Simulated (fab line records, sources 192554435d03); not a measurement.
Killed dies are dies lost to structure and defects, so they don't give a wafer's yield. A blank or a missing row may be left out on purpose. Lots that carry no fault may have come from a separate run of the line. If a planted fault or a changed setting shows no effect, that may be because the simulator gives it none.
Which tool did it? | flow n5-finfet | 27 wafers from 9 lots sampled at 5 of the route's 1938 steps

## WHAT THE GAUGES SHOWED, per wafer
N5_BEOL_M4_RC_MEAS_101.
lot  | measured     | on        | DIBL_N (mV/V)
L762 | day 7 19:21  | prober-02 | 34.1 37.8 39.7
L766 | day 8 20:35  | prober-02 | 37.5 41.0 37.7
L768 | day 9 23:35  | prober-01 | 33.7 37.1 41.1
L769 | day 10 05:40 | prober-02 | 35.9 37.2 33.6
L770 | day 10 21:11 | prober-01 | 34.4 38.7 37.1
L775 | day 11 17:02 | prober-02 | 37.5 36.4 36.5
L776 | day 11 19:13 | prober-02 | 35.8 36.5 38.3
L784 | day 14 00:07 | prober-02 | 37.5 34.7 37.5
L785 | day 14 05:08 | prober-02 | 36.5 36.5 36.0

## WHICH TOOL RAN EACH LOT (tool, then ch and the chambers of the sampled wafers, then the start)
lot  | N5_BEOL_M3_PRE_CLEAN_60          | N5_BEOL_M4_STRIP_19                | N5_BEOL_M4_ETCH_69                 | N5_BEOL_M4_STRIP_36
L762 | cvd-co-01 ch 0,2, day 7 05:52    | rie-diel-01 ch 1,2, day 7 10:47    | rie-diel-05 ch 0,3, day 7 11:49    | rie-diel-05 ch 0,1,2, day 7 13:16
L766 | cvd-co-02 ch 0,1,2, day 8 10:57  | rie-diel-01 ch 0,1, day 8 13:20    | rie-diel-05 ch 2,3, day 8 13:54    | rie-diel-03 ch 0,1,2, day 8 15:37
L768 | cvd-co-01 ch 1,2, day 9 15:20    | rie-diel-03 ch 1,2,3, day 9 17:13  | rie-diel-03 ch 0,1,3, day 9 17:54  | rie-diel-01 ch 0,3, day 9 18:53
L769 | cvd-co-01 ch 0,1, day 9 16:43    | rie-diel-05 ch 0,3, day 9 20:17    | rie-diel-03 ch 0,1,3, day 9 21:02  | rie-diel-03 ch 0,1, day 9 22:14
L770 | cvd-co-01 ch 0,1,2, day 10 04:02 | rie-diel-03 ch 0,2,3, day 10 06:20 | rie-diel-01 ch 1,2,3, day 10 07:05 | rie-diel-05 ch 0,1,2, day 10 14:59
L775 | cvd-co-02 ch 1,2, day 11 03:04   | rie-diel-05 ch 0,2,3, day 11 04:43 | rie-diel-03 ch 0,1, day 11 05:24   | rie-diel-01 ch 0,1,2, day 11 11:59
L776 | cvd-co-01 ch 0,1,2, day 11 03:39 | rie-diel-01 ch 0,1, day 11 07:30   | rie-diel-05 ch 1,3, day 11 08:04   | rie-diel-01 ch 1,2, day 11 14:15
L784 | cvd-co-01 ch 1,2, day 13 06:15   | rie-diel-01 ch 0,1,2, day 13 10:07 | rie-diel-01 ch 1,2,3, day 13 11:43 | rie-diel-03 ch 1,2,3, day 13 18:30
L785 | cvd-co-02 ch 1,2, day 13 14:58   | rie-diel-03 ch 1,2,3, day 13 17:17 | rie-diel-01 ch 0,2, day 13 18:45   | rie-diel-05 ch 1,2,3, day 14 01:04
- N5_BEOL_M3_PRE_CLEAN_60: time 15 s.
- N5_BEOL_M4_STRIP_19: strips in O2.
- N5_BEOL_M4_ETCH_69: etches SiARC in CF4, target depth 15.6 nm, time 26 s.
- N5_BEOL_M4_STRIP_36: strips in N2/H2.

## THE ANSWER, worked out from the rows above alone
Rule: the lots themselves supply what counts as usual. Put in order of their means at a reading, lots are off if they are a third of the lots or fewer, leave a main group of 4 or more, and stand apart from it by a gap of 3 or more times the standard deviation of the main group's means; of several such gaps the widest counts. If all means in a main group match to the digits the tables above print for the reading, that group is not used. Also off: a lot with no number at a reading for which 4 or more lots have one. Where the step has rows for the other lots, those lots are counted as sound.
No lot is off on any of the readings shown, so nothing can be concluded from this.

## WHAT HAD BEEN PUT IN BY THE SIMULATOR
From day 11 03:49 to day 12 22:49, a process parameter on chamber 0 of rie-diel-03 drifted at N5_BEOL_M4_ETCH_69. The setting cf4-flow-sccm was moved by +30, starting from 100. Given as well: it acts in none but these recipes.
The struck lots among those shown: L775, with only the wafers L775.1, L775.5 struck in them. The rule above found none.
